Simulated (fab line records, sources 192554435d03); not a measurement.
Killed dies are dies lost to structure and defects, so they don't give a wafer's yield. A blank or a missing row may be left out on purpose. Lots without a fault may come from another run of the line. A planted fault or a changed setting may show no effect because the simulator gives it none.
Chamber matching | flow n5_finfet | N5_GATE_CUT_CMP_02 on cmp-03: 4 sister chambers
The step polishes, stops on SiO2, t overpolish 12.7 s, target thk 0 nm. 8 wafers are shown with their chamber, then 8 later ones without.

WAFERS WITH THEIR CHAMBER
wafer  | chamber | motor_current_A (A) | time_to_endpoint_s (s)
L074.4 | 0       | 8.1                 | 31
L077.5 | 2       | 10.4                | 26
L078.4 | 2       | 11.1                | 22
L078.5 | 1       | 8.9                 | 30
L082.3 | 0       | 9.0                 | 31
L082.4 | 1       | 8.5                 | 33
L082.6 | 3       | 8.4                 | 25
L083.4 | 3       | 8.6                 | 25

WAFERS WITHOUT THEIR CHAMBER
wafer  | motor_current_A (A) | time_to_endpoint_s (s)
L083.5 | 11.2                | 25
L083.6 | 8.3                 | 31
L085.1 | 9.1                 | 25
L085.2 | 11.0                | 22
L085.6 | 8.5                 | 32
L086.2 | 8.9                 | 22
L086.5 | 8.7                 | 30
L086.6 | 10.6                | 21

WHICH CHAMBER EACH WENT THROUGH
wafer  | from the rows above     | in truth
L083.5 | 2                       | 2
L083.6 | can't be placed: 0 or 1 | 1
L085.1 | 3                       | 3
L085.2 | 2                       | 2
L085.6 | can't be placed: 1 or 0 | 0
L086.2 | 3                       | 3
L086.5 | can't be placed: 0 or 1 | 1
L086.6 | 2                       | 2
Placed correctly: 5 of 8. Can't be placed from these rows: 3 (the true chamber is among the candidates in 3). Placed wrongly: 0.
How it was worked out, from the rows above alone: a wafer's distance from a chamber is the root of the sum, over the readings, of the square of ((its reading less the chamber's mean) divided by the reading's scatter). The wafer belongs to the nearest chamber; if the next one is less than 2 further off, it can't be placed. A chamber's mean is the mean of its shown wafers. The scatter: the root of (the sum of the squares of (reading less its chamber's mean) over the shown wafers, divided by (wafers less chambers)).
